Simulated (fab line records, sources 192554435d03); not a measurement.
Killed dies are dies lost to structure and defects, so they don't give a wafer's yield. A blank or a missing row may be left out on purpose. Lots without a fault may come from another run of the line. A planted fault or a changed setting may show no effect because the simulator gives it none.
fab line records | flow n5_finfet
record lots=24 wafers=72 last_day=17
route steps=1938 shown BEOL_M1@824 BEOL_M2@843
lots that met no fault: from a run of the same line without faults
start_h: hours from the record's first day to the start of the lot's first wafer shown | wait_h: hours since the lot's step before | " the same as in the row above | L1.1+2: a row that stands for several wafers | - no value, or no start given | * or withheld: withheld | < > ~ a bound
route shown NAME@n: a module of which the file shows steps, and the number in the route of the first | usual: mean/standard deviation of fault-free wafers | same: alike in all rows | chamber/n: place in a boat | sites: the reading at each site | _std_site: their standard deviation | _edge_site: outer sites' mean less inner sites' | radius_mm: how far each site lies from the wafer's centre | mask NAME#n: copy n | behind: the tool/chamber that last shaped the wafer | hold: why the lot was held/for how many hours/how that ended | device: the transistor (n, p or np) that didn't switch | end of line: the same wafers' tests at the end of the route | a step without rows: its recipe alone | killed: dies lost to structure and defects at the first sort, not the wafer's yield | map: a wafer's dies, x killed, . not, _ none there
set.NAME: the setting as run; set.NAME@STEP: as run at that earlier step | model.NAME: the simulator's own value behind a step, which no gauge read
steps of the route over a sample of lots; a table a step, a row a wafer
services: from which hour (start_h, from the record's first day; less than 0 if before it) a tool's chamber was out of use, for how many hours, and why
## steps
# step N5_BEOL_M1_SPUTTER_90
# recipe material=Cu target_thk_a=45 temp_c=-20 chamber_pressure_pa=0.07 power_w=withheld time_s=8.29
# usual chuck_gas_flow_sccm=1.28/0.055 throttle_valve_pct=29.8/0.84
# columns lot.wafer tool chamber start_h wait_h chuck_gas_flow_sccm throttle_valve_pct
L075.2 pvd_sputter-02 - 135.84 0.1 1.35 30.7
L075.5 " - " " 1.24 30.6
L075.6 " - " " 1.31 30.7
L076.3 pvd_sputter-02 - 146.03 0.1 1.35 29.3
L076.4 " - " " 1.19 30.7
L076.6 " - " " 1.16 29.4
L077.2 pvd_sputter-02 - 149.90 0.1 1.18 30.9
L077.4 " - " " 1.30 30.5
L077.6 " - " " 1.25 30.7
L074.1 pvd_sputter-03 - 158.13 0.1 1.18 29.6
L074.3 " - " " 1.22 30.4
L074.5 " - " " 1.34 30.7
L079.1 pvd_sputter-01 - 160.79 0.1 1.35 29.2
L079.3 " - " " 1.25 29.8
L079.5 " - " " 1.37 29.7
L078.4 pvd_sputter-03 - 161.32 0.0 1.32 29.8
L078.5 " - " " 1.34 30.5
L078.6 " - " " 1.18 30.4
L080.2 pvd_sputter-01 - 163.01 0.1 1.22 29.8
L080.3 " - " " 1.28 29.2
L080.6 " - " " 1.37 29.4
L081.1 pvd_sputter-02 - 168.95 0.1 1.31 29.7
L081.4 " - " " 1.23 30.4
L081.5 " - " " 1.28 30.6
L082.2 pvd_sputter-02 - 178.78 0.1 1.20 29.2
L082.4 " - " " 1.20 30.7
L082.5 " - " " 1.29 28.9
L083.1 pvd_sputter-02 - 189.92 0.1 1.27 31.0
L083.3 " - " " 1.31 29.3
L083.4 " - " " 1.22 29.0
L084.1 pvd_sputter-03 - 197.50 0.1 1.38 28.9
L084.2 " - " " 1.22 30.0
L084.4 " - " " 1.26 30.5
L085.2 pvd_sputter-03 - 200.96 0.1 1.13 29.6
L085.3 " - " " 1.32 30.4
L085.6 " - " " 1.22 30.5
L086.2 pvd_sputter-02 - 212.40 0.1 1.26 28.9
L086.4 " - " " 1.32 30.6
L086.5 " - " " 1.24 29.2
L087.1 pvd_sputter-01 - 216.71 0.1 1.27 28.9
L087.5 " - " " 1.25 29.7
L087.6 " - " " 1.23 27.9
L088.4 pvd_sputter-02 - 218.85 0.1 1.25 30.5
L088.5 " - " " 1.27 30.5
L088.6 " - " " 1.25 31.0
L089.2 pvd_sputter-03 - 219.77 0.1 1.31 29.7
L089.5 " - " " 1.27 29.3
L089.6 " - " " 1.27 30.4
L090.2 pvd_sputter-02 - 225.49 0.1 1.31 29.7
L090.3 " - " " 1.19 29.0
L090.5 " - " " 1.25 29.0
L091.2 pvd_sputter-03 - 228.84 0.1 1.29 29.9
L091.5 " - " " 1.36 29.0
L091.6 " - " " 1.27 30.6
L092.2 pvd_sputter-01 - 237.02 0.1 1.28 27.4
L092.4 " - " " 1.25 29.7
L092.5 " - " " 1.38 29.2
L093.2 pvd_sputter-03 - 243.60 0.1 1.25 30.4
L093.3 " - " " 1.23 30.8
L093.6 " - " " 1.24 29.1
L094.2 pvd_sputter-03 - 246.76 0.1 1.30 28.9
L094.3 " - " " 1.18 29.9
L094.5 " - " " 1.29 30.4
L096.1 pvd_sputter-03 - 259.60 0.1 1.32 28.9
L096.4 " - " " 1.24 30.3
L096.6 " - " " 1.27 30.5
L095.2 pvd_sputter-03 - 261.44 0.1 1.28 30.2
L095.4 " - " " 1.22 29.8
L095.5 " - " " 1.37 30.6
L097.3 pvd_sputter-01 - 266.74 0.1 1.34 29.4
L097.4 " - " " 1.25 29.6
L097.6 " - " " 1.28 29.8
# step N5_BEOL_M1_SPUTTER_94
# recipe material=Cu target_thk_a=45 temp_c=-20 chamber_pressure_pa=0.07 power_w=withheld time_s=8.29
# usual chuck_gas_flow_sccm=1.27/0.051 throttle_valve_pct=29.7/0.82
# columns lot.wafer tool chamber start_h wait_h chuck_gas_flow_sccm throttle_valve_pct
L075.2 pvd_sputter-02 - 136.28 0.1 1.20 31.0
L075.5 " - " " 1.32 30.5
L075.6 " - " " 1.24 30.8
L076.3 pvd_sputter-02 - 146.47 0.1 1.27 29.5
L076.4 " - " " 1.30 30.7
L076.6 " - " " 1.30 29.6
L077.2 pvd_sputter-02 - 150.34 0.1 1.25 30.7
L077.4 " - " " 1.27 30.6
L077.6 " - " " 1.30 30.4
L074.1 pvd_sputter-03 - 158.57 0.1 1.21 29.8
L074.3 " - " " 1.17 30.2
L074.5 " - " " 1.28 30.3
L079.1 pvd_sputter-01 - 161.23 0.1 1.29 29.2
L079.3 " - " " 1.29 29.6
L079.5 " - " " 1.30 29.9
L078.4 pvd_sputter-03 - 161.76 0.0 1.23 29.7
L078.5 " - " " 1.23 30.8
L078.6 " - " " 1.22 30.4
L080.2 pvd_sputter-01 - 163.45 0.1 1.24 29.8
L080.3 " - " " 1.33 29.4
L080.6 " - " " 1.28 29.3
L081.1 pvd_sputter-02 - 169.39 0.1 1.24 29.3
L081.4 " - " " 1.26 30.4
L081.5 " - " " 1.27 30.5
L082.2 pvd_sputter-02 - 179.22 0.1 1.26 28.7
L082.4 " - " " 1.35 31.1
L082.5 " - " " 1.21 28.9
L083.1 pvd_sputter-02 - 190.42 0.1 1.26 30.9
L083.3 " - " " 1.34 29.4
L083.4 " - " " 1.24 29.0
L084.1 pvd_sputter-03 - 197.94 0.1 1.33 29.0
L084.2 " - " " 1.33 30.0
L084.4 " - " " 1.28 30.1
L085.2 pvd_sputter-03 - 201.40 0.1 1.29 29.8
L085.3 " - " " 1.22 30.6
L085.6 " - " " 1.18 30.5
L086.2 pvd_sputter-02 - 212.84 0.1 1.29 29.1
L086.4 " - " " 1.24 30.9
L086.5 " - " " 1.26 29.5
L087.1 pvd_sputter-01 - 217.15 0.1 1.32 29.4
L087.5 " - " " 1.28 29.6
L087.6 " - " " 1.34 27.4
L088.4 pvd_sputter-02 - 219.29 0.1 1.32 30.4
L088.5 " - " " 1.29 30.5
L088.6 " - " " 1.27 30.6
L089.2 pvd_sputter-03 - 220.21 0.1 1.29 29.9
L089.5 " - " " 1.33 28.6
L089.6 " - " " 1.23 30.1
L090.2 pvd_sputter-02 - 225.93 0.1 1.34 29.2
L090.3 " - " " 1.21 28.9
L090.5 " - " " 1.23 29.0
L091.2 pvd_sputter-03 - 229.28 0.1 1.37 30.2
L091.5 " - " " 1.29 28.9
L091.6 " - " " 1.21 30.3
L092.2 pvd_sputter-01 - 237.46 0.1 1.30 27.7
L092.4 " - " " 1.30 29.7
L092.5 " - " " 1.32 29.5
L093.2 pvd_sputter-03 - 244.04 0.1 1.30 30.0
L093.3 " - " " 1.30 30.5
L093.6 " - " " 1.22 28.8
L094.2 pvd_sputter-03 - 247.20 0.1 1.32 28.9
L094.3 " - " " 1.25 29.8
L094.5 " - " " 1.20 30.2
L096.1 pvd_sputter-03 - 260.04 0.1 1.37 28.9
L096.4 " - " " 1.29 30.5
L096.6 " - " " 1.15 30.2
L095.2 pvd_sputter-03 - 261.88 0.1 1.30 30.3
L095.4 " - " " 1.29 29.6
L095.5 " - " " 1.25 30.5
L097.3 pvd_sputter-01 - 267.18 0.1 1.32 29.4
L097.4 " - " " 1.24 29.7
L097.6 " - " " 1.14 29.5
# step N5_BEOL_M2_PECVD_72
# recipe material=SiO2 target_thk_a=160 temp_c=400 precursor=TEOS/O2 pressure_torr=5.5 rf_w=450 teos_flow_sccm=53.8 gas=O2 flow_sccm=3000 time_s=18
# usual heater_power_outer_w=410/72 heater_power_w=704/100 showerhead_plenum_p_Torr=8.79/0.077 throttle_valve_pct=22.3/1.1
# columns lot.wafer tool chamber start_h wait_h heater_power_outer_w heater_power_w showerhead_plenum_p_Torr throttle_valve_pct
L075.2 pecvd-01 0 137.71 0.0 433 732 8.81 22.3
L075.5 " 0 " " 446 752 8.78 22.0
L075.6 " 2 " " 358 676 8.86 21.5
L076.3 pecvd-04 0 147.95 0.0 583 988 8.72 22.2
L076.4 " 1 " " 374 661 8.64 23.2
L076.6 " 2 " " 375 665 8.74 24.2
L077.2 pecvd-04 1 151.78 0.0 308 567 8.63 23.3
L077.4 " 0 " " 651 1031 8.74 22.1
L077.6 " 2 " " 407 717 8.74 24.3
L074.1 pecvd-04 0 160.12 0.0 566 951 8.74 22.1
L074.3 " 2 " " 432 728 8.76 24.1
L074.5 " 0 " " 569 968 8.73 22.1
L079.1 pecvd-04 0 162.68 0.0 576 950 8.72 22.1
L079.3 " 2 " " 452 791 8.73 24.1
L079.5 " 0 " " 577 951 8.74 22.3
L078.4 pecvd-01 1 163.18 0.1 357 642 8.78 21.7
L078.5 " 2 " " 391 698 8.85 21.3
L078.6 " 0 " " 359 651 8.79 21.9
L080.2 pecvd-01 0 164.89 0.0 386 670 8.81 21.9
L080.3 " 1 " " 325 598 8.76 21.3
L080.6 " 0 " " 396 679 8.81 22.2
L081.1 pecvd-02 0 170.85 0.0 428 697 8.87 20.8
L081.4 " 2 " " 390 640 8.88 21.8
L081.5 " 0 " " 405 725 8.88 20.8
L082.2 pecvd-04 0 180.71 0.0 521 879 8.72 22.4
L082.4 " 1 " " 321 569 8.64 23.2
L082.5 " 2 " " 345 660 8.75 24.2
L083.1 pecvd-02 1 191.98 0.0 469 749 8.79 23.4
L083.3 " 0 " " 415 696 8.86 21.2
L083.4 " 1 " " 466 758 8.78 23.6
L084.1 pecvd-02 1 199.37 0.0 401 675 8.78 23.5
L084.2 " 0 " " 389 624 8.87 20.7
L084.4 " 1 " " 404 683 8.77 23.6
L085.2 pecvd-04 2 202.95 0.0 456 783 8.74 24.6
L085.3 " 0 " " 587 955 8.73 22.1
L085.6 " 0 " " 608 993 8.75 22.0
L086.2 pecvd-04 2 214.32 0.0 437 776 8.73 24.7
L086.4 " 2 " " 444 767 8.72 24.8
L086.5 " 0 " " 542 931 8.73 22.3
L087.1 pecvd-01 1 218.58 0.0 420 734 8.76 21.8
L087.5 " 2 " " 315 611 8.84 21.2
L087.6 " 0 " " 444 777 8.81 22.4
L088.4 pecvd-01 1 221.04 0.1 369 665 8.76 21.6
L088.5 " 0 " " 475 777 8.81 22.3
L088.6 " 2 " " 373 693 8.86 21.3
L089.2 pecvd-02 2 221.65 0.0 401 655 8.89 21.8
L089.5 " 2 " " 408 662 8.88 21.8
L089.6 " 1 " " 432 719 8.77 23.5
L090.2 pecvd-02 1 227.37 0.0 375 630 8.74 23.6
L090.3 " 2 " " 409 663 8.89 21.8
L090.5 " 1 " " 379 643 8.76 23.4
L091.2 pecvd-01 0 230.72 0.0 452 751 8.81 22.1
L091.5 " 2 " " 358 707 8.88 21.1
L091.6 " 0 " " 445 761 8.81 22.1
L092.2 pecvd-01 0 238.91 0.0 461 784 8.80 22.2
L092.4 " 1 " " 332 593 8.79 21.7
L092.5 " 2 " " 366 663 8.87 21.4
L093.2 pecvd-02 0 245.50 0.0 432 731 8.89 21.2
L093.3 " 2 " " 400 661 8.90 21.6
L093.6 " 0 " " 442 721 8.87 21.1
L094.2 pecvd-02 0 248.71 0.0 361 626 8.89 21.0
L094.3 " 2 " " 413 674 8.90 21.8
L094.5 " 1 " " 456 701 8.78 23.8
L096.1 pecvd-01 1 261.47 0.0 401 695 8.76 21.9
L096.4 " 0 " " 457 751 8.79 22.1
L096.6 " 2 " " 381 684 8.86 21.5
L095.2 pecvd-02 1 263.78 0.0 473 754 8.78 23.8
L095.4 " 1 " " 471 749 8.78 23.9
L095.5 " 0 " " 350 605 8.89 21.2
L097.3 pecvd-02 1 268.63 0.1 391 640 8.78 23.6
L097.4 " 0 " " 376 633 8.88 21.2
L097.6 " 0 " " 383 649 8.88 21.1
# step N5_BEOL_M2_CD_MEAS_11
# recipe target_cd_nm=16.79 landing_energy_ev=500 detector=se_inlens polarity=opening
# usual cd_nm=16.59/0.27
# columns lot.wafer tool chamber start_h wait_h cd_nm
L075.2 cd_sem-02 0 140.46 - 16.73
L075.5 " 0 " " 16.51
L075.6 " 0 " " 16.52
L076.3 cd_sem-03 0 148.67 - 17.09
L076.4 " 0 " " 17.23
L076.6 " 0 " " 17.03
L077.2 cd_sem-03 0 152.23 - 16.71
L077.4 " 0 " " 16.40
L077.6 " 0 " " 16.42
L074.1 cd_sem-02 0 162.58 - 16.62
L074.3 " 0 " " 17.12
L074.5 " 0 " " 16.81
L079.1 cd_sem-02 0 163.82 - 16.96
L079.3 " 0 " " 17.00
L079.5 " 0 " " 17.04
L078.4 cd_sem-02 0 164.41 - 16.48
L078.5 " 0 " " 16.34
L078.6 " 0 " " 16.56
L080.2 cd_sem-02 0 165.63 - 16.41
L080.3 " 0 " " 16.40
L080.6 " 0 " " 16.66
L081.1 cd_sem-02 0 171.45 - 16.75
L081.4 " 0 " " 16.38
L081.5 " 0 " " 16.41
L082.2 cd_sem-02 0 182.08 - 16.54
L082.4 " 0 " " 16.73
L082.5 " 0 " " 16.35
L083.1 cd_sem-03 0 193.83 - 16.41
L083.3 " 0 " " 16.67
L083.4 " 0 " " 16.48
L084.1 cd_sem-02 0 201.78 - 16.27
L084.2 " 0 " " 16.49
L084.4 " 0 " " 16.10
L085.2 cd_sem-02 0 203.91 - 16.44
L085.3 " 0 " " 16.49
L085.6 " 0 " " 16.85
L086.2 cd_sem-01 0 215.24 - 16.72
L086.4 " 0 " " 16.89
L086.5 " 0 " " 16.93
L087.1 cd_sem-01 0 220.58 - 16.61
L087.5 " 0 " " 16.59
L087.6 " 0 " " 16.54
L088.4 cd_sem-02 0 223.06 - 16.88
L088.5 " 0 " " 16.55
L088.6 " 0 " " 16.97
L089.2 cd_sem-03 0 223.36 - 16.45
L089.5 " 0 " " 16.34
L089.6 " 0 " " 16.88
L090.2 cd_sem-03 0 227.94 - 17.10
L090.3 " 0 " " 16.27
L090.5 " 0 " " 16.35
L091.2 cd_sem-03 0 233.42 - 16.62
L091.5 " 0 " " 16.18
L091.6 " 0 " " 16.42
L092.2 cd_sem-03 0 241.57 - 16.25
L092.4 " 0 " " 16.45
L092.5 " 0 " " 16.44
L093.2 cd_sem-03 0 246.09 - 17.17
L093.3 " 0 " " 16.92
L093.6 " 0 " " 17.00
L094.2 cd_sem-01 0 250.02 - 16.39
L094.3 " 0 " " 16.42
L094.5 " 0 " " 16.33
L096.1 cd_sem-03 0 262.60 - 16.28
L096.4 " 0 " " 16.52
L096.6 " 0 " " 15.92
L095.2 cd_sem-02 0 265.52 - 16.78
L095.4 " 0 " " 16.37
L095.5 " 0 " " 16.43
L097.3 cd_sem-01 0 269.48 - 16.56
L097.4 " 0 " " 16.49
L097.6 " 0 " " 16.22
# step N5_BEOL_M2_INSPECT_13
# recipe mode=adi inspect_instrument=brightfield
# usual raw_defect_count=419/100
# columns lot.wafer tool chamber start_h wait_h raw_defect_count
L075.2 defect_inspect-02 - 140.55 0.0 500
L075.5 " - " " 626
L075.6 " - " " 565
L076.3 defect_inspect-01 - 148.76 0.0 263
L076.4 " - " " 282
L076.6 " - " " 331
L077.2 defect_inspect-01 - 152.32 0.0 333
L077.4 " - " " 394
L077.6 " - " " 262
L074.1 defect_inspect-02 - 162.67 0.1 292
L074.3 " - " " 441
L074.5 " - " " 464
L079.1 defect_inspect-02 - 163.91 0.1 548
L079.3 " - " " 426
L079.5 " - " " 682
L078.4 defect_inspect-02 - 164.50 0.0 580
L078.5 " - " " 485
L078.6 " - " " 578
L080.2 defect_inspect-01 - 165.72 0.0 222
L080.3 " - " " 276
L080.6 " - " " 403
L081.1 defect_inspect-02 - 171.54 0.1 324
L081.4 " - " " 467
L081.5 " - " " 451
L082.2 defect_inspect-02 - 182.17 0.0 526
L082.4 " - " " 403
L082.5 " - " " 556
L083.1 defect_inspect-02 - 193.92 0.1 516
L083.3 " - " " 454
L083.4 " - " " 410
L084.1 defect_inspect-01 - 201.87 0.1 465
L084.2 " - " " 448
L084.4 " - " " 444
L085.2 defect_inspect-02 - 204.00 0.0 520
L085.3 " - " " 354
L085.6 " - " " 376
L086.2 defect_inspect-01 - 215.33 0.0 430
L086.4 " - " " 332
L086.5 " - " " 340
L087.1 defect_inspect-02 - 220.67 0.1 535
L087.5 " - " " 413
L087.6 " - " " 507
L088.4 defect_inspect-02 - 223.15 0.0 458
L088.5 " - " " 539
L088.6 " - " " 433
L089.2 defect_inspect-02 - 223.45 0.0 353
L089.5 " - " " 305
L089.6 " - " " 291
L090.2 defect_inspect-02 - 228.03 0.0 412
L090.3 " - " " 585
L090.5 " - " " 369
L091.2 defect_inspect-02 - 233.51 0.0 661
L091.5 " - " " 508
L091.6 " - " " 693
L092.2 defect_inspect-01 - 241.66 0.0 286
L092.4 " - " " 398
L092.5 " - " " 442
L093.2 defect_inspect-02 - 246.18 0.0 316
L093.3 " - " " 421
L093.6 " - " " 402
L094.2 defect_inspect-01 - 250.11 0.0 334
L094.3 " - " " 340
L094.5 " - " " 284
L096.1 defect_inspect-02 - 262.69 0.1 382
L096.4 " - " " 363
L096.6 " - " " 363
L095.2 defect_inspect-02 - 265.60 0.0 331
L095.4 " - " " 327
L095.5 " - " " 328
L097.3 defect_inspect-02 - 269.56 0.0 300
L097.4 " - " " 576
L097.6 " - " " 387
# step N5_BEOL_M2_ETCHBACK_99
# recipe chemistry=CHF3 target=SiO2 target_depth_a=50 time_s=10.4 source_w=215 bias_w=47 Ar_flow_sccm=200 CHF3_flow_sccm=12 ion_energy_ev=100 pressure_mtorr=30
# usual drypump_motor_current_A=5.5/0.51 oes_product_au=0.81/0.11 rf_vpp_V=239/5.7 showerhead_plenum_p_Torr=2.15/0.058 throttle_valve_pct=17.09/0.27
# columns lot.wafer tool chamber start_h wait_h drypump_motor_current_A oes_product_au rf_hours_counter_h rf_vpp_V showerhead_plenum_p_Torr throttle_valve_pct
L075.2 rie_diel-06 1 144.08 2.1 5.9 0.67 216 240 2.14 17.48
L075.5 " 0 " " 5.3 0.92 - 233 2.22 16.78
L075.6 " 1 " " 5.9 0.67 - 239 2.14 17.45
L076.3 rie_diel-03 3 150.73 0.3 5.5 0.70 231 246 2.18 17.21
L076.4 " 3 " " 5.5 0.70 - 246 2.18 17.23
L076.6 " 1 " " 5.9 0.98 - 241 2.09 16.82
L077.2 rie_diel-06 2 155.27 1.3 4.7 0.68 245 233 2.10 17.33
L077.4 " 3 " " 4.8 0.70 198 238 2.26 17.47
L077.6 " 0 " " 5.2 0.92 - 232 2.22 16.79
L074.1 rie_diel-06 3 164.40 0.1 4.8 0.70 202 237 2.25 17.48
L074.3 " 2 " " 4.7 0.67 249 234 2.10 17.34
L074.5 " 0 " " 5.2 0.91 - 233 2.22 16.79
L079.1 rie_diel-05 3 169.43 3.9 6.1 0.70 195 238 2.13 17.25
L079.3 " 0 " " 5.9 0.88 40 238 2.11 17.14
L079.5 " 2 " " 4.8 0.73 - 229 2.06 17.18
L078.4 rie_diel-03 1 169.64 3.7 5.9 0.96 - 240 2.09 16.82
L078.5 " 2 " " 5.8 0.91 - 247 2.19 16.80
L078.6 " 1 " " 5.9 0.95 - 241 2.09 16.84
L080.2 rie_diel-06 3 172.63 5.5 4.8 0.69 205 238 2.25 17.49
L080.3 " 1 " " 5.9 0.66 228 237 2.13 17.47
L080.6 " 3 " " 4.8 0.69 - 239 2.25 17.49
L081.1 rie_diel-06 3 180.89 7.5 4.8 0.68 211 238 2.25 17.48
L081.4 " 0 " " 5.2 0.88 - 231 2.21 16.83
L081.5 " 3 " " 4.8 0.69 - 238 2.25 17.49
L082.2 rie_diel-05 2 185.09 1.8 4.8 0.73 169 228 2.06 17.18
L082.4 " 3 " " 6.1 0.70 201 239 2.13 17.25
L082.5 " 3 " " 6.1 0.69 - 239 2.13 17.27
L083.1 rie_diel-03 1 197.71 2.2 5.9 0.93 20 240 2.09 16.84
L083.3 " 3 " " 5.5 0.69 248 245 2.18 17.24
L083.4 " 0 " " 6.3 0.96 8 246 2.14 17.17
L084.1 rie_diel-06 1 203.07 0.1 5.9 0.66 242 240 2.13 17.52
L084.2 " 3 " " 4.8 0.67 219 237 2.25 17.52
L084.4 " 0 " " 5.2 0.87 45 234 2.21 16.82
L085.2 rie_diel-03 2 209.55 3.9 5.8 0.88 51 248 2.19 16.84
L085.3 " 0 " " 6.3 0.93 13 246 2.14 17.17
L085.6 " 2 " " 5.8 0.89 - 245 2.19 16.84
L086.2 rie_diel-06 0 219.94 3.3 5.3 0.87 51 232 2.21 16.83
L086.4 " 3 " " 4.8 0.67 226 238 2.25 17.51
L086.5 " 1 " " 5.9 0.66 - 238 2.12 17.52
L087.1 rie_diel-06 3 222.93 1.0 4.8 0.67 226 238 2.25 17.51
L087.5 " 2 " " 4.7 0.92 - 232 2.10 16.90
L087.6 " 1 " " 5.9 0.66 - 238 2.12 17.52
L088.4 rie_diel-03 3 229.02 3.5 5.5 0.96 3 246 2.17 16.79
L088.5 " 1 " " 5.9 0.89 - 239 2.08 16.88
L088.6 " 2 " " 5.8 0.88 - 246 2.18 16.84
L089.2 rie_diel-05 2 234.10 8.4 4.8 0.73 180 229 2.05 17.20
L089.5 " 2 " " 4.8 0.72 - 227 2.05 17.19
L089.6 " 3 " " 6.1 0.68 - 240 2.12 17.28
L090.2 rie_diel-03 0 240.87 10.3 6.3 0.91 23 247 2.13 17.20
L090.3 " 3 " " 5.5 0.92 7 245 2.17 16.81
L090.5 " 3 " " 5.5 0.93 - 244 2.17 16.82
L091.2 rie_diel-05 0 244.27 7.3 5.9 0.84 69 239 2.10 17.19
L091.5 " 1 " " 5.1 0.82 - 246 2.17 16.86
L091.6 " 2 " " 4.8 0.73 - 227 2.05 17.21
L092.2 rie_diel-03 2 248.79 5.7 5.8 0.86 69 246 2.18 16.86
L092.4 " 0 " " 6.3 0.91 27 246 2.13 17.21
L092.5 " 1 " " 5.9 0.88 - 241 2.08 16.88
L093.2 rie_diel-06 2 253.39 6.0 4.7 0.90 19 234 2.09 16.91
L093.3 " 3 " " 4.8 0.66 234 237 2.24 17.53
L093.6 " 3 " " 4.8 0.66 - 239 2.24 17.53
L094.2 rie_diel-05 2 260.64 9.2 4.8 0.73 191 230 2.05 17.22
L094.3 " 0 " " 5.9 0.83 76 237 2.10 17.21
L094.5 " 2 " " 4.8 0.72 - 229 2.05 17.22
L096.1 rie_diel-06 0 272.88 9.1 5.3 0.84 67 233 2.20 16.88
L096.4 " 1 " " 5.9 0.97 3 241 2.12 17.10
L096.6 " 2 " " 4.7 0.89 - 234 2.09 16.94
L095.2 rie_diel-03 0 273.02 5.6 6.3 0.90 35 248 2.13 17.23
L095.4 " 2 " " 5.8 0.85 77 247 2.18 16.88
L095.5 " 2 " " 5.8 0.85 - 246 2.18 16.85
L097.3 rie_diel-05 1 277.49 6.2 5.1 0.80 72 248 2.17 16.89
L097.4 " 2 " " 4.9 0.71 197 228 2.05 17.22
L097.6 " 3 " " 6.0 0.66 - 240 2.12 17.32
## services
# columns tool chamber start_h hours kind
rie_diel-06 - 119.48 4.4 repair
rie_diel-06 0 124.63 1.7 repair
rie_diel-03 1 130.75 - clean
rie_diel-03 1 130.75 - consumable_replace:focus_ring
rie_diel-03 1 130.75 17.5 scheduled_down
rie_diel-03 1 130.75 17.5 vent_cycle
rie_diel-03 0 149.30 - clean
rie_diel-03 0 149.30 - consumable_replace:focus_ring
rie_diel-03 - 158.24 0.4 repair
rie_diel-06 2 168.19 - clean
rie_diel-06 2 168.19 - consumable_replace:focus_ring
rie_diel-06 2 168.19 20.0 scheduled_down
rie_diel-06 2 168.19 20.0 vent_cycle
rie_diel-03 3 168.79 4.2 repair
rie_diel-03 0 218.61 7.7 repair
rie_diel-06 - 223.44 14.6 pm
pecvd-01 - 227.49 1.4 repair
rie_diel-05 - 229.22 0.1 repair
rie_diel-06 1 242.74 - clean
rie_diel-06 1 242.74 - consumable_replace:focus_ring
rie_diel-06 1 242.74 21.2 scheduled_down
rie_diel-06 1 242.74 21.2 vent_cycle
pecvd-02 2 262.76 15.1 repair
pecvd-02 - 268.90 14.6 pm
## key
fault none
